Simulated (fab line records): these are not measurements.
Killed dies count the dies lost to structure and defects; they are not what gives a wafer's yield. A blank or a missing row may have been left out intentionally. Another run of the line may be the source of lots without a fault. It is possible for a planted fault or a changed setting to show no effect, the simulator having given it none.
Matching of chambers ; flow n5 finfet ; rie diel-04 running N5_BEOL_M6_ETCH_65: 4 sister chambers
The step etches SiARC in CF4, target depth 15.6 nm, time 26 s. 14 wafers are shown with their chamber, then 7 later ones without.

== EACH WAFER AND ITS CHAMBER ==
wafer;chamber;drypump motor current A (A);showerhead plenum p Torr (Torr);throttle valve pct (%)
L074.1;0;5.5;2.18;15.68
L074.5;0;5.5;2.18;15.67
L074.6;3;5.4;2.16;15.68
L076.4;2;5.7;2.18;15.74
L076.5;3;5.4;2.16;15.68
L076.6;2;5.7;2.18;15.72
L084.1;2;5.7;2.18;15.76
L084.2;0;5.5;2.18;15.70
L084.4;0;5.5;2.17;15.71
L089.1;1;4.8;2.11;15.47
L089.4;2;5.6;2.17;15.80
L089.6;2;5.6;2.17;15.79
L091.3;2;5.7;2.17;15.79
L091.4;0;5.5;2.17;15.76

SIGNATURES (means of the wafers above)
reading;chamber 0;chamber 1;chamber 2;chamber 3;scatter within a chamber
drypump motor current A;5.500;4.800;5.667;5.400;0.0365
showerhead plenum p Torr;2.1760;2.1100;2.1750;2.1600;0.0052
throttle valve pct;15.7040;15.4700;15.7667;15.6800;0.0317
Rule: for a wafer and a chamber, the distance is found by dividing, reading by reading, the gap between the wafer's reading and the chamber's mean by the reading's scatter, squaring, summing and taking the root. If the next closest chamber is less than 2 further off than the closest, the wafer can't be placed; otherwise it belongs to the closest. The scatter is the square root of a quotient: the sum, over the shown wafers, of each reading's squared deviation from its chamber's mean, divided by wafers minus chambers.

== WAFERS WHOSE CHAMBER IS MISSING ==
wafer;drypump motor current A (A);showerhead plenum p Torr (Torr);throttle valve pct (%)
L091.6;4.7;2.11;15.49
L094.1;5.4;2.15;15.77
L094.2;4.8;2.11;15.50
L094.3;5.6;2.17;15.82
L095.2;5.6;2.17;15.82
L095.3;4.7;2.11;15.49
L095.6;4.7;2.11;15.49

== THE CHAMBER EACH PASSED THROUGH ==
wafer;from the rows above;in truth
L091.6;1;1
L094.1;3;3
L094.2;1;1
L094.3;2;2
L095.2;2;2
L095.3;1;1
L095.6;1;1
Correct placement for 7 of the 7. Number that these rows cannot place: 0. 0 placed wrongly.
